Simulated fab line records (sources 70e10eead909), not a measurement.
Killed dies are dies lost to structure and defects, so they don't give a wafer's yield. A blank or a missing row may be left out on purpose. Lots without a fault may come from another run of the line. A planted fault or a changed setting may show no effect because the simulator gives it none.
Matching of chambers / flow nandHarc / NHARC_P_CONTACT_STRIP_28 on rieDiel-03 has 4 sister chambers
The step strips in O2. 20 wafers are shown with their chamber, then 10 later ones without.

WAFERS WITH THEIR CHAMBER
wafer=L075.2; chamber=1; showerheadPlenumPTorr (Torr)=3.50; drypumpMotorCurrentA (A)=5.5; oesProductAu (a.u.)=0.992
wafer=L075.3; chamber=3; showerheadPlenumPTorr (Torr)=3.78; drypumpMotorCurrentA (A)=4.8; oesProductAu (a.u.)=0.977
wafer=L075.4; chamber=2; showerheadPlenumPTorr (Torr)=3.68; drypumpMotorCurrentA (A)=4.9; oesProductAu (a.u.)=0.999
wafer=L076.1; chamber=2; showerheadPlenumPTorr (Torr)=3.68; drypumpMotorCurrentA (A)=4.9; oesProductAu (a.u.)=1.000
wafer=L076.2; chamber=0; showerheadPlenumPTorr (Torr)=3.50; drypumpMotorCurrentA (A)=5.6; oesProductAu (a.u.)=1.024
wafer=L076.6; chamber=0; showerheadPlenumPTorr (Torr)=3.50; drypumpMotorCurrentA (A)=5.6; oesProductAu (a.u.)=1.018
wafer=L078.3; chamber=2; showerheadPlenumPTorr (Torr)=3.68; drypumpMotorCurrentA (A)=4.9; oesProductAu (a.u.)=0.989
wafer=L078.5; chamber=3; showerheadPlenumPTorr (Torr)=3.78; drypumpMotorCurrentA (A)=4.9; oesProductAu (a.u.)=0.973
wafer=L078.6; chamber=0; showerheadPlenumPTorr (Torr)=3.50; drypumpMotorCurrentA (A)=5.6; oesProductAu (a.u.)=1.013
wafer=L079.1; chamber=2; showerheadPlenumPTorr (Torr)=3.68; drypumpMotorCurrentA (A)=4.9; oesProductAu (a.u.)=0.984
wafer=L079.2; chamber=3; showerheadPlenumPTorr (Torr)=3.78; drypumpMotorCurrentA (A)=4.9; oesProductAu (a.u.)=0.964
wafer=L079.5; chamber=1; showerheadPlenumPTorr (Torr)=3.49; drypumpMotorCurrentA (A)=5.5; oesProductAu (a.u.)=0.981
wafer=L080.2; chamber=1; showerheadPlenumPTorr (Torr)=3.49; drypumpMotorCurrentA (A)=5.5; oesProductAu (a.u.)=0.984
wafer=L080.3; chamber=2; showerheadPlenumPTorr (Torr)=3.68; drypumpMotorCurrentA (A)=4.9; oesProductAu (a.u.)=0.996
wafer=L080.4; chamber=3; showerheadPlenumPTorr (Torr)=3.78; drypumpMotorCurrentA (A)=4.9; oesProductAu (a.u.)=0.965
wafer=L085.1; chamber=2; showerheadPlenumPTorr (Torr)=3.68; drypumpMotorCurrentA (A)=4.9; oesProductAu (a.u.)=0.987
wafer=L085.2; chamber=0; showerheadPlenumPTorr (Torr)=3.50; drypumpMotorCurrentA (A)=5.6; oesProductAu (a.u.)=1.010
wafer=L085.3; chamber=3; showerheadPlenumPTorr (Torr)=3.78; drypumpMotorCurrentA (A)=4.8; oesProductAu (a.u.)=0.976
wafer=L090.1; chamber=3; showerheadPlenumPTorr (Torr)=3.78; drypumpMotorCurrentA (A)=4.9; oesProductAu (a.u.)=0.984
wafer=L090.3; chamber=2; showerheadPlenumPTorr (Torr)=3.67; drypumpMotorCurrentA (A)=4.9; oesProductAu (a.u.)=0.986

SIGNATURES (averages over the wafers above)
reading=showerheadPlenumPTorr; chamber 0=3.5000; chamber 1=3.4933; chamber 2=3.6786; chamber 3=3.7800; scatter within a chamber=0.00309
reading=drypumpMotorCurrentA; chamber 0=5.600; chamber 1=5.500; chamber 2=4.900; chamber 3=4.867; scatter within a chamber=0.0289
reading=oesProductAu; chamber 0=1.01625; chamber 1=0.98567; chamber 2=0.99157; chamber 3=0.97317; scatter within a chamber=0.00675
Rule: a wafer lies at a distance from a chamber equal to the root of the sum of squares, over the readings, of (its reading less the chamber's mean, divided by the reading's scatter). The wafer belongs to the nearest chamber; if the next one is less than 2 further off, it can't be placed. How the scatter is found: for the shown wafers, subtract from each reading the mean of its chamber, square and add these, divide the total by (wafers less chambers), then take the root.

WAFERS WHOSE CHAMBER IS MISSING
wafer=L090.4; showerheadPlenumPTorr (Torr)=3.68; drypumpMotorCurrentA (A)=4.9; oesProductAu (a.u.)=0.987
wafer=L094.1; showerheadPlenumPTorr (Torr)=3.78; drypumpMotorCurrentA (A)=4.9; oesProductAu (a.u.)=0.998
wafer=L094.3; showerheadPlenumPTorr (Torr)=3.67; drypumpMotorCurrentA (A)=4.9; oesProductAu (a.u.)=0.994
wafer=L094.5; showerheadPlenumPTorr (Torr)=3.49; drypumpMotorCurrentA (A)=5.6; oesProductAu (a.u.)=1.023
wafer=L096.3; showerheadPlenumPTorr (Torr)=3.49; drypumpMotorCurrentA (A)=5.5; oesProductAu (a.u.)=0.991
wafer=L096.4; showerheadPlenumPTorr (Torr)=3.67; drypumpMotorCurrentA (A)=4.9; oesProductAu (a.u.)=0.980
wafer=L096.6; showerheadPlenumPTorr (Torr)=3.49; drypumpMotorCurrentA (A)=5.6; oesProductAu (a.u.)=1.014
wafer=L095.2; showerheadPlenumPTorr (Torr)=3.67; drypumpMotorCurrentA (A)=4.9; oesProductAu (a.u.)=0.983
wafer=L095.3; showerheadPlenumPTorr (Torr)=3.49; drypumpMotorCurrentA (A)=5.5; oesProductAu (a.u.)=0.990
wafer=L095.5; showerheadPlenumPTorr (Torr)=3.67; drypumpMotorCurrentA (A)=4.9; oesProductAu (a.u.)=0.978

CHAMBER TAKEN BY EACH
wafer=L090.4; from the rows above=2; in truth=2
wafer=L094.1; from the rows above=3; in truth=3
wafer=L094.3; from the rows above=2; in truth=2
wafer=L094.5; from the rows above=0; in truth=0
wafer=L096.3; from the rows above=1; in truth=1
wafer=L096.4; from the rows above=2; in truth=2
wafer=L096.6; from the rows above=0; in truth=0
wafer=L095.2; from the rows above=2; in truth=2
wafer=L095.3; from the rows above=1; in truth=1
wafer=L095.5; from the rows above=2; in truth=2
Correctly placed: 10 of 10. Not placeable from these rows: 0. Placed wrongly: 0.
